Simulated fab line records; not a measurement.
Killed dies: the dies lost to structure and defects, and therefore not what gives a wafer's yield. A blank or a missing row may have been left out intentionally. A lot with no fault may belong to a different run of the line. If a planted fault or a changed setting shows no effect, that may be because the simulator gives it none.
fab line records | flow nand-harc
[record] lots = 13 | wafers = 39 | last-day = 27
route steps=1159 shown P_GATE@174 P_CONTACT@217 END@1159
lots that met no fault: from a run of the same line without faults
start-h: start of the lot's first displayed wafer, in hours after the record's first day | wait-h: hours from the lot's prior step to this one | " repeats the value in the row above | L1.1+2: a row that stands for several wafers | - either no value or no given start | * or withheld: withheld | < > ~ a bound
route shown NAME@n: NAME is a module with steps in the file, n the number in the route of the first one | usual: average and standard deviation across the fault-free wafers | same: alike in all rows | chamber/n: place in a boat | sites: the reading at each site | _std_site: the values' standard deviation | _edge_site: the outer-site mean with the inner-site mean subtracted | radius-mm: how far each site lies from the wafer's centre | mask NAME#n: copy n | behind: the most recent tool/chamber to have shaped the wafer | hold: the reason the lot was held/the length of the hold in hours/how it ended | device: the transistor (n, p or np) that didn't switch | end of line: at the end of the route, the tests of the same wafers | a step with no rows: only its recipe | killed: the dies lost at the first sort to structure and to defects; this is not the yield of the wafer | map: shows each die of a wafer: x if killed, . if not, _ if none is there
set.NAME: the setting as run; set.NAME@STEP: as run at that earlier step | model.NAME: the simulator's own value behind a step, which no gauge read
route steps across a sampled set of lots; one table per step, one row per wafer
services: when a tool's chamber went out of use (start-h, in hours from the record's first day, below 0 if earlier), for how many hours, and the reason
[[steps]]
[step NHARC_P_GATE_STRIP_111]
[recipe] power-w = 1500 | temp-c = 110 | time-s = 250 | chemistry = N2/H2
[usual] drypump-motor-current-A = 5.8/0.41 | heater-power-w = 91/6.6
[same] time-s = 250
lot.wafer | tool            | chamber | start-h | wait-h | drypump-motor-current-A | heater-power-w | rf-hours-counter-h
L221.1    | plasma-asher-01 | 1       | 90.98   | 0.2    | 5.7                     | 87             | 52
L221.5    | "               | 1       | "       | "      | 5.7                     | 85             | -
L221.6    | "               | 0       | "       | "      | 5.7                     | 86             | -
L222.2    | plasma-asher-01 | 0       | 110.20  | 0.2    | 5.7                     | 84             | 0
L222.3    | "               | 0       | "       | "      | 5.7                     | 86             | -
L222.6    | "               | 1       | "       | "      | 5.6                     | 85             | -
L223.1    | plasma-asher-02 | 0       | 110.34  | 0.2    | 5.2                     | 103            | 34
L223.3    | "               | 1       | "       | "      | 6.5                     | 96             | -
L223.4    | "               | 0       | "       | "      | 5.2                     | 100            | -
L224.1    | plasma-asher-02 | 1       | 118.66  | 0.2    | 6.5                     | 96             | 37
L224.4    | "               | 0       | "       | "      | 5.2                     | 100            | -
L224.6    | "               | 0       | "       | "      | 5.2                     | 100            | -
L225.1    | plasma-asher-01 | 0       | 124.88  | 0.2    | 5.7                     | 88             | 6
L225.4    | "               | 1       | "       | "      | 5.6                     | 87             | -
L225.5    | "               | 1       | "       | "      | 5.6                     | 86             | -
L226.4    | plasma-asher-01 | 1       | 133.13  | 0.3    | 5.7                     | 84             | -
L226.5    | "               | 0       | "       | "      | 5.7                     | 90             | -
L226.6    | "               | 1       | "       | "      | 5.7                     | 87             | -
L231.1    | plasma-asher-01 | 0       | 156.31  | 0.2    | 5.7                     | 87             | 15
L231.3    | "               | 1       | "       | "      | 5.6                     | 87             | -
L231.5    | "               | 0       | "       | "      | 5.7                     | 88             | -
L232.4    | plasma-asher-01 | 1       | 181.79  | 0.3    | 5.6                     | 86             | -
L232.5    | "               | 0       | "       | "      | 5.7                     | 88             | -
L232.6    | "               | 1       | "       | "      | 5.6                     | 88             | -
L233.2    | plasma-asher-01 | 0       | 182.91  | 0.2    | 5.7                     | 86             | 23
L233.4    | "               | 0       | "       | "      | 5.7                     | 87             | -
L233.6    | "               | 0       | "       | "      | 5.7                     | 86             | -
L234.4    | plasma-asher-01 | 1       | 190.14  | 0.3    | 5.6                     | 87             | -
L234.5    | "               | 0       | "       | "      | 5.7                     | 88             | -
L234.6    | "               | 1       | "       | "      | 5.6                     | 88             | -
L237.1    | plasma-asher-02 | 0       | 194.97  | 0.2    | 5.2                     | 103            | 1
L237.2    | "               | 1       | "       | "      | 6.5                     | 96             | 1
L237.5    | "               | 0       | "       | "      | 5.2                     | 102            | -
L236.2    | plasma-asher-01 | 1       | 195.95  | 0.2    | 5.6                     | 88             | 31
L236.3    | "               | 1       | "       | "      | 5.7                     | 83             | -
L236.6    | "               | 1       | "       | "      | 5.7                     | 88             | -
L243.2    | plasma-asher-01 | 0       | 232.84  | 0.3    | 5.7                     | 86             | 44
L243.6    | "               | 1       | "       | "      | 5.6                     | 87             | -
L243.5    | "               | 0       | "       | "      | 5.7                     | 88             | -
[step NHARC_P_GATE_STRIP_76]
[recipe] power-w = 1500 | temp-c = 250 | chemistry = O2
[usual] drypump-motor-current-A = 5.8/0.46 | heater-power-w = 348/25
lot.wafer | tool            | chamber | start-h | wait-h | drypump-motor-current-A | heater-power-w | rf-hours-counter-h
L221.1    | plasma-asher-02 | 0       | 92.99   | 0.2    | 5.2                     | 387            | 26
L221.6    | "               | 0       | "       | "      | 5.2                     | 383            | -
L221.5    | "               | 1       | "       | "      | 6.5                     | 373            | -
L222.2    | plasma-asher-01 | 0       | 112.23  | 0.2    | 5.7                     | 328            | 1
L222.3    | "               | 0       | "       | "      | 5.7                     | 320            | -
L222.6    | "               | 0       | "       | "      | 5.7                     | 326            | -
L223.1    | plasma-asher-02 | 1       | 112.38  | 0.2    | 6.5                     | 363            | 35
L223.3    | "               | 1       | "       | "      | 6.5                     | 365            | -
L223.4    | "               | 0       | "       | "      | 5.2                     | 386            | -
L224.1    | plasma-asher-01 | 1       | 120.71  | 0.2    | 5.7                     | 320            | 4
L224.4    | "               | 0       | "       | "      | 5.7                     | 323            | -
L224.6    | "               | 1       | "       | "      | 5.7                     | 319            | -
L225.1    | plasma-asher-01 | 0       | 126.72  | 0.2    | 5.7                     | 327            | 6
L225.4    | "               | 0       | "       | "      | 5.7                     | 325            | -
L225.5    | "               | 0       | "       | "      | 5.7                     | 333            | -
L226.4    | plasma-asher-02 | 1       | 135.03  | 0.2    | 6.5                     | 371            | -
L226.5    | "               | 1       | "       | "      | 6.5                     | 366            | -
L226.6    | "               | 0       | "       | "      | 5.2                     | 378            | -
L231.1    | plasma-asher-01 | 1       | 158.32  | 0.2    | 5.7                     | 327            | 16
L231.3    | "               | 0       | "       | "      | 5.7                     | 327            | -
L231.5    | "               | 1       | "       | "      | 5.6                     | 330            | -
L232.4    | plasma-asher-01 | 1       | 183.72  | 0.1    | 5.6                     | 323            | -
L232.5    | "               | 0       | "       | "      | 5.7                     | 322            | -
L232.6    | "               | 1       | "       | "      | 5.6                     | 322            | -
L233.2    | plasma-asher-01 | 0       | 185.28  | 0.2    | 5.7                     | 335            | 24
L233.4    | "               | 1       | "       | "      | 5.6                     | 328            | -
L233.6    | "               | 1       | "       | "      | 5.6                     | 328            | -
L234.4    | plasma-asher-01 | 0       | 192.03  | 0.2    | 5.7                     | 322            | -
L234.6    | "               | 0       | "       | "      | 5.7                     | 331            | -
L234.5    | "               | 1       | "       | "      | 5.6                     | 322            | -
L237.1    | plasma-asher-02 | 1       | 196.99  | 0.2    | 6.5                     | 369            | 2
L237.2    | "               | 0       | "       | "      | 5.2                     | 387            | 2
L237.5    | "               | 1       | "       | "      | 6.5                     | 366            | -
L236.2    | plasma-asher-02 | 0       | 197.99  | 0.2    | 5.2                     | 386            | 2
L236.3    | "               | 0       | "       | "      | 5.2                     | 384            | -
L236.6    | "               | 0       | "       | "      | 5.2                     | 380            | -
L243.2    | plasma-asher-02 | 0       | 234.86  | 0.2    | 5.2                     | 385            | 17
L243.6    | "               | 0       | "       | "      | 5.2                     | 377            | -
L243.5    | "               | 1       | "       | "      | 6.5                     | 361            | -
[step NHARC_P_CONTACT_DEP_30]
[recipe] target-thk-a = 300 | temp-c = 400 | target-thk-nm = 30 | flow-sccm = 200 | rf-w = 450 | material = SiNx
[usual] heater-power-w = 723/60
lot.wafer | tool     | chamber | start-h | wait-h | heater-power-w
L221.1    | pecvd-02 | 2       | 97.08   | 0.1    | 818
L221.6    | "        | 2       | "       | "      | 823
L221.5    | "        | 0       | "       | "      | 821
L222.2    | pecvd-02 | 2       | 116.39  | 0.1    | 775
L222.3    | "        | 0       | "       | "      | 807
L222.6    | "        | 0       | "       | "      | 786
L223.1    | pecvd-01 | 0       | 117.23  | 0.6    | 751
L223.3    | "        | 1       | "       | "      | 697
L223.4    | "        | 1       | "       | "      | 690
L224.1    | pecvd-01 | 1       | 124.88  | 0.2    | 724
L224.6    | "        | 0       | "       | "      | 705
L224.4    | "        | 1       | "       | "      | 723
L225.1    | pecvd-02 | 1       | 130.84  | 0.1    | 691
L225.4    | "        | 1       | "       | "      | 697
L225.5    | "        | 2       | "       | "      | 820
L226.4    | pecvd-03 | 0       | 139.33  | 0.2    | 567
L226.6    | "        | 1       | "       | "      | 600
L226.5    | "        | 2       | "       | "      | 763
L231.1    | pecvd-01 | 2       | 163.18  | 0.5    | 669
L231.3    | "        | 1       | "       | "      | 726
L231.5    | "        | 2       | "       | "      | 651
L232.6    | pecvd-03 | 2       | 188.50  | 0.3    | 750
L232.4    | "        | 0       | "       | "      | 621
L232.5    | "        | 1       | "       | "      | 605
L233.2    | pecvd-03 | 0       | 190.66  | 0.1    | 644
L233.4    | "        | 1       | "       | "      | 672
L233.6    | "        | 0       | "       | "      | 625
L234.6    | pecvd-02 | 2       | 196.25  | 0.2    | 675
L234.4    | "        | 0       | "       | "      | 682
L234.5    | "        | 1       | "       | "      | 690
L237.2    | pecvd-02 | 0       | 201.20  | 0.1    | 758
L237.1    | "        | 1       | "       | "      | 638
L237.5    | "        | 0       | "       | "      | 753
L236.3    | pecvd-02 | 2       | 202.34  | 0.2    | 725
L236.2    | "        | 0       | "       | "      | 719
L236.6    | "        | 0       | "       | "      | 732
L243.2    | pecvd-03 | 2       | 238.96  | 0.2    | 780
L243.5    | "        | 0       | "       | "      | 589
L243.6    | "        | 2       | "       | "      | 782
[step NHARC_P_CONTACT_ETCH_35]
[recipe] target-depth-a = 390 | over-etch-frac = 0.3 | time-s = 65 | ion-energy-ev = 80 | cf4-flow-sccm = 150 | ar-flow-sccm = 0 | rf-w = 300 | bias-w = 100 | chemistry = CF4
[usual] bias-w = 100.0/0.31 | cf4-flow-sccm = 150.0/0.46 | drypump-motor-current-A = 5.5/0.34 | oes-product-au = 0.999/0.0076 | over-etch-frac = 0.3/0 | rf-vpp-V = 151.6/1.4 | showerhead-plenum-p-Torr = 1.80/0.084 | throttle-valve-pct = 13.284/0.0093 | time-s = 65/0
lot.wafer | tool        | chamber | start-h | wait-h | bias-w | cf4-flow-sccm | drypump-motor-current-A | oes-product-au | over-etch-frac | rf-hours-counter-h | rf-vpp-V | showerhead-plenum-p-Torr | throttle-valve-pct | time-s
L221.1    | rie-diel-09 | 3       | 98.94   | 0.1    | 100.4  | 150.7         | 5.3                     | 0.991          | 0.3            | 4                  | 151.3    | 1.80                     | 13.296             | 65
L221.5    | "           | 3       | "       | "      | 100.1  | 150.5         | 5.2                     | 0.994          | 0.3            | -                  | 150.5    | 1.80                     | 13.295             | 65
L221.6    | "           | 0       | "       | "      | 100.2  | 149.8         | 4.8                     | 0.998          | 0.3            | -                  | 151.0    | 1.70                     | 13.279             | 65
L222.2    | rie-diel-08 | 0       | 118.21  | 0.1    | 100.3  | 149.6         | 5.3                     | 1.004          | 0.3            | 13                 | 150.8    | 1.76                     | 13.296             | 65
L222.3    | "           | 1       | "       | "      | 100.2  | 150.0         | 5.1                     | 1.013          | 0.3            | 14                 | 150.8    | 1.81                     | 13.285             | 65
L222.6    | "           | 0       | "       | "      | 100.4  | 149.5         | 5.3                     | 1.006          | 0.3            | -                  | 153.2    | 1.75                     | 13.275             | 65
L223.3    | rie-diel-09 | 2       | 119.04  | 0.1    | 99.2   | 150.7         | 5.3                     | 0.992          | 0.3            | 14                 | 152.2    | 1.80                     | 13.273             | 65
L223.1    | "           | 3       | "       | "      | 99.8   | 150.0         | 5.2                     | 0.995          | 0.3            | 13                 | 151.7    | 1.80                     | 13.278             | 65
L223.4    | "           | 0       | "       | "      | 99.4   | 150.5         | 4.8                     | 1.005          | 0.3            | 14                 | 150.3    | 1.70                     | 13.283             | 65
L224.1    | rie-diel-06 | 1       | 126.67  | 0.1    | 99.9   | 149.5         | 6.1                     | 0.998          | 0.3            | 6                  | 154.2    | 1.89                     | 13.286             | 65
L224.4    | "           | 3       | "       | "      | 100.4  | 149.9         | 5.2                     | 0.993          | 0.3            | 6                  | 152.7    | 1.88                     | 13.297             | 65
L224.6    | "           | 2       | "       | "      | 100.2  | 149.8         | 5.6                     | 0.985          | 0.3            | -                  | 150.4    | 1.77                     | 13.293             | 65
L225.4    | rie-diel-06 | 0       | 132.67  | 0.1    | 99.8   | 149.8         | 5.8                     | 1.005          | 0.3            | 7                  | 149.5    | 1.66                     | 13.288             | 65
L225.1    | "           | 1       | "       | "      | 100.5  | 149.6         | 6.1                     | 1.010          | 0.3            | 7                  | 153.7    | 1.89                     | 13.275             | 65
L225.5    | "           | 2       | "       | "      | 99.9   | 150.4         | 5.6                     | 1.001          | 0.3            | -                  | 151.0    | 1.77                     | 13.286             | 65
L226.4    | rie-diel-08 | 1       | 140.91  | 0.1    | 99.9   | 150.1         | 5.2                     | 1.001          | 0.3            | 0                  | 152.8    | 1.81                     | 13.295             | 65
L226.6    | "           | 0       | "       | "      | 100.5  | 149.3         | 5.3                     | 1.004          | 0.3            | -                  | 152.2    | 1.75                     | 13.274             | 65
L226.5    | "           | 1       | "       | "      | 99.9   | 149.9         | 5.2                     | 1.006          | 0.3            | -                  | 150.8    | 1.81                     | 13.283             | 65
L231.3    | rie-diel-06 | 3       | 164.87  | 0.1    | 100.0  | 149.5         | 5.1                     | 0.998          | 0.3            | 9                  | 153.1    | 1.88                     | 13.289             | 65
L231.1    | "           | 2       | "       | "      | 100.1  | 150.1         | 5.6                     | 0.994          | 0.3            | 10                 | 149.5    | 1.77                     | 13.288             | 65
L231.5    | "           | 3       | "       | "      | 100.7  | 149.7         | 5.1                     | 1.000          | 0.3            | -                  | 152.6    | 1.88                     | 13.271             | 65
L232.4    | rie-diel-08 | 2       | 190.11  | 0.1    | 100.1  | 149.9         | 5.9                     | 1.004          | 0.3            | 6                  | 153.0    | 1.89                     | 13.293             | 65
L232.6    | "           | 1       | "       | "      | 100.4  | 150.2         | 5.2                     | 1.001          | 0.3            | -                  | 152.2    | 1.81                     | 13.287             | 65
L232.5    | "           | 2       | "       | "      | 99.7   | 150.0         | 5.9                     | 0.988          | 0.3            | -                  | 153.9    | 1.88                     | 13.286             | 65
L233.2    | rie-diel-06 | 2       | 192.30  | 0.1    | 100.2  | 151.0         | 5.6                     | 0.992          | 0.3            | 12                 | 149.5    | 1.77                     | 13.280             | 65
L233.6    | "           | 3       | "       | "      | 100.0  | 151.2         | 5.2                     | 1.006          | 0.3            | -                  | 153.4    | 1.88                     | 13.279             | 65
L233.4    | "           | 0       | "       | "      | 100.0  | 150.3         | 5.7                     | 0.998          | 0.3            | -                  | 149.6    | 1.65                     | 13.277             | 65
L234.4    | rie-diel-08 | 1       | 197.87  | 0.1    | -      | -             | -                       | -              | -              | -                  | -        | -                        | -                  | -
L234.5    | "           | 2       | "       | "      | -      | -             | -                       | -              | -              | -                  | -        | -                        | -                  | -
L234.6    | "           | 3       | "       | "      | -      | -             | -                       | -              | -              | -                  | -        | -                        | -                  | -
L237.1    | rie-diel-08 | 3       | 203.01  | 0.1    | -      | -             | -                       | -              | -              | -                  | -        | -                        | -                  | -
L237.2    | "           | 0       | "       | "      | -      | -             | -                       | -              | -              | -                  | -        | -                        | -                  | -
L237.5    | "           | 3       | "       | "      | -      | -             | -                       | -              | -              | -                  | -        | -                        | -                  | -
L236.2    | rie-diel-08 | 0       | 204.16  | 0.1    | -      | -             | -                       | -              | -              | -                  | -        | -                        | -                  | -
L236.3    | "           | 1       | "       | "      | -      | -             | -                       | -              | -              | -                  | -        | -                        | -                  | -
L236.6    | "           | 0       | "       | "      | -      | -             | -                       | -              | -              | -                  | -        | -                        | -                  | -
L243.2    | rie-diel-06 | 1       | 240.73  | 0.1    | 100.0  | 150.3         | 6.1                     | 1.005          | 0.3            | 15                 | 152.4    | 1.89                     | 13.267             | 65
L243.5    | "           | 0       | "       | "      | 100.1  | 150.1         | 5.8                     | 0.992          | 0.3            | -                  | 149.5    | 1.65                     | 13.274             | 65
L243.6    | "           | 1       | "       | "      | 99.9   | 150.1         | 6.1                     | 1.010          | 0.3            | -                  | 153.0    | 1.89                     | 13.290             | 65
[step NHARC_END_SORT_01]
[recipe] temp-c = 25
[usual] killed-at-array = 28/11 | killed-at-other = 0.9/1.2 | killed-at-periphery = 2.6/2.1 | killed-dies = 31/11 | killed-open = 3.1/1.7 | killed-short = 1.9/1.3
[same] gross-dies = 677
lot.wafer | tool      | chamber | start-h | wait-h | killed-at-array | killed-at-other | killed-at-periphery | killed-dies | killed-open | killed-short
L236.2    | prober-02 | 0       | 599.20  | 2.8    | 23              | 3               | 651                 | 677         | 2           | 0
L236.3    | prober-02 | 0       | 600.00  | 3.1    | 14              | 4               | 659                 | 677         | 5           | 1
L236.6    | prober-02 | 0       | 602.37  | 4.0    | 30              | 3               | 644                 | 677         | 3           | 0
L234.4    | prober-01 | 0       | 603.90  | 3.4    | 33              | 5               | 639                 | 677         | 5           | 4
L234.5    | prober-01 | 0       | 604.71  | 3.7    | 27              | 1               | 649                 | 677         | 2           | 0
L234.6    | prober-01 | 0       | 605.52  | 4.0    | 22              | 3               | 652                 | 677         | 3           | 2
L237.1    | prober-01 | 0       | 609.33  | 2.5    | 31              | 0               | 646                 | 677         | 4           | 4
L237.2    | prober-01 | 0       | 610.13  | 2.8    | 26              | 1               | 650                 | 677         | 4           | 1
L237.5    | prober-01 | 0       | 612.52  | 3.7    | 39              | 1               | 637                 | 677         | 3           | 5
// killed by level:class
L236.2 P_CONTACT:area-etch=651 A_SLIT:chamber-film-flake=12 A_CHANNEL_HOLE_D1:chamber-film-flake=5 A_CONTACT:chamber-film-flake=3 THIN_TSV:chamber-film-flake=3 A_ONON_D1:geometric-particle:open=1 A_M0:geometric-particle:open=1 A_STAIRCASE:chamber-film-flake=1
L236.3 P_CONTACT:area-etch=657 A_SLIT:chamber-film-flake=6 THIN_TSV:chamber-film-flake=4 A_WL_FILL:geometric-particle:open=2 A_STAIRCASE:chamber-film-flake=2 P_GATE:geometric-particle:open=1 A_CHANNEL_FILL_D1:geometric-particle:short=1 A_CHANNEL_FILL_D1:geometric-particle:open=1
L236.6 P_CONTACT:area-etch=644 A_SLIT:chamber-film-flake=12 A_CHANNEL_HOLE_D1:chamber-film-flake=7 A_CONTACT:chamber-film-flake=6 THIN_TSV:chamber-film-flake=3 A_BLC:geometric-particle:open=2 A_STAIRCASE:chamber-film-flake=2 A_CONTACT:geometric-particle:open=1
L234.4 P_CONTACT:area-etch=635 A_CHANNEL_HOLE_D1:chamber-film-flake=18 A_M1:chamber-film-flake=6 A_WL_FILL:geometric-particle:short=3 THIN_TSV:chamber-film-flake=3 A_ONON_D1:geometric-particle:open=2 P_M1:chamber-film-flake=2 A_STAIRCASE:chamber-film-flake=2
L234.5 P_CONTACT:area-etch=645 A_CHANNEL_HOLE_D1:chamber-film-flake=18 P_M1:chamber-film-flake=3 A_M1:chamber-film-flake=3 A_CONTACT:chamber-film-flake=2 A_SGD_CUT:geometric-particle:open=1 A_WL_FILL:geometric-particle:open=1 P_ZERO_WELL:chamber-film-flake=1
L234.6 P_CONTACT:area-etch=645 A_CHANNEL_HOLE_D1:chamber-film-flake=15 P_M1:chamber-film-flake=5 THIN_TSV:chamber-film-flake=3 A_M1:chamber-film-flake=2 P_M0:geometric-particle:short=1 P_M1:geometric-particle:open=1 A_ONON_D1:geometric-particle:open=1
L237.1 P_CONTACT:area-etch=644 A_CHANNEL_HOLE_D1:chamber-film-flake=20 A_ONON_D1:geometric-particle:short=3 P_STI:geometric-particle:open=1 A_SOURCE_PLATE:geometric-particle:open=1 A_CHANNEL_HOLE_D1:geometric-particle:short=1 A_SLIT:geometric-particle:open=1 A_CONTACT:geometric-particle:open=1
L237.2 P_CONTACT:area-etch=642 A_CHANNEL_HOLE_D1:chamber-film-flake=18 P_M2:chamber-film-flake=5 P_M1:chamber-film-flake=3 A_ONON_D1:geometric-particle:short=1 A_SOURCE_PLATE:geometric-particle:open=1 A_CHANNEL_FILL_D1:geometric-particle:open=1 A_SGD_CUT:geometric-particle:open=1
L237.5 P_CONTACT:area-etch=630 A_CHANNEL_HOLE_D1:chamber-film-flake=24 P_M2:chamber-film-flake=5 A_ONON_D1:geometric-particle:short=3 A_M1:chamber-film-flake=3 A_CHANNEL_FILL_D1:geometric-particle:open=2 P_M1:chamber-film-flake=2 A_STAIRCASE:chamber-film-flake=2
[[services]]
tool            | chamber | start-h | hours | kind
rie-diel-09     | -       | 77.15   | 9.0   | pm
pecvd-02        | 0       | 77.98   | 4.8   | repair
rie-diel-08     | 2       | 87.94   | 8.7   | repair
rie-diel-08     | 3       | 96.93   | 9.8   | repair
plasma-asher-01 | -       | 99.00   | 9.0   | pm
plasma-asher-01 | 0       | 99.00   | 9.0   | vent-cycle
plasma-asher-01 | 1       | 99.00   | 9.0   | vent-cycle
plasma-asher-02 | -       | 107.91  | 1.4   | repair
plasma-asher-01 | 0       | 108.00  | -     | clean
plasma-asher-01 | 1       | 108.00  | -     | clean
pecvd-03        | -       | 111.00  | 13.0  | pm
rie-diel-08     | -       | 124.84  | 9.0   | pm
rie-diel-09     | 1       | 136.78  | 2.4   | repair
pecvd-02        | -       | 153.00  | 13.0  | pm
rie-diel-08     | -       | 159.65  | 0.1   | repair
rie-diel-06     | 2       | 165.20  | 3.2   | repair
rie-diel-06     | 2       | 169.35  | 5.5   | repair
plasma-asher-02 | -       | 183.12  | 9.0   | pm
plasma-asher-02 | 0       | 183.12  | 9.0   | vent-cycle
rie-diel-06     | 1       | 183.93  | 2.6   | repair
pecvd-02        | -       | 188.01  | 1.8   | repair
rie-diel-06     | 1       | 190.50  | 16.4  | repair
pecvd-02        | -       | 204.43  | 2.0   | repair
pecvd-01        | -       | 237.53  | 13.0  | pm
[[key]]
[first-sign] step = NHARC_P_CONTACT_ETCH_35 | reading = tool-record | direction = missing
[effect] step = NHARC_END_SORT_01 | reading = killed-at-periphery | direction = up | sigmas = 99+ | usual = 2.6 | struck = 647.4
[more-kills-born-at] NHARC_P_CONTACT_ETCH_35@rie-diel-08 = 5793
met-at NHARC_P_CONTACT_ETCH_35
struck-lots L234,L236,L237
later-rows-left-out L234.4,L234.5,L234.6,L236.2,L236.3,L236.6,L237.1,L237.2,L237.5
tester-left-out L234,L236,L237
not-acting-at NHARC_P_GATE_STRIP_111,NHARC_P_GATE_STRIP_76,NHARC_P_CONTACT_DEP_30
onset-between 190.11 197.87
[fault] kind = skipped-step-whole | tool = rie-diel-08 | chamber = - | onset-h = 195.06 | steps = NHARC_P_CONTACT_ETCH_35 | scope = struck-lots-only
// tester-left-out: of these lots the tester's yield and bins aren't shown, on N5 and GAA mostly nor the transistor test; their killed dies are dies lost to structure and defects alone, not to doping, threshold or leakage, so they don't give the yield
// later-rows-left-out: the simulator's readings of these wafers behind a module that went badly wrong aren't trusted and aren't shown, but for the sort
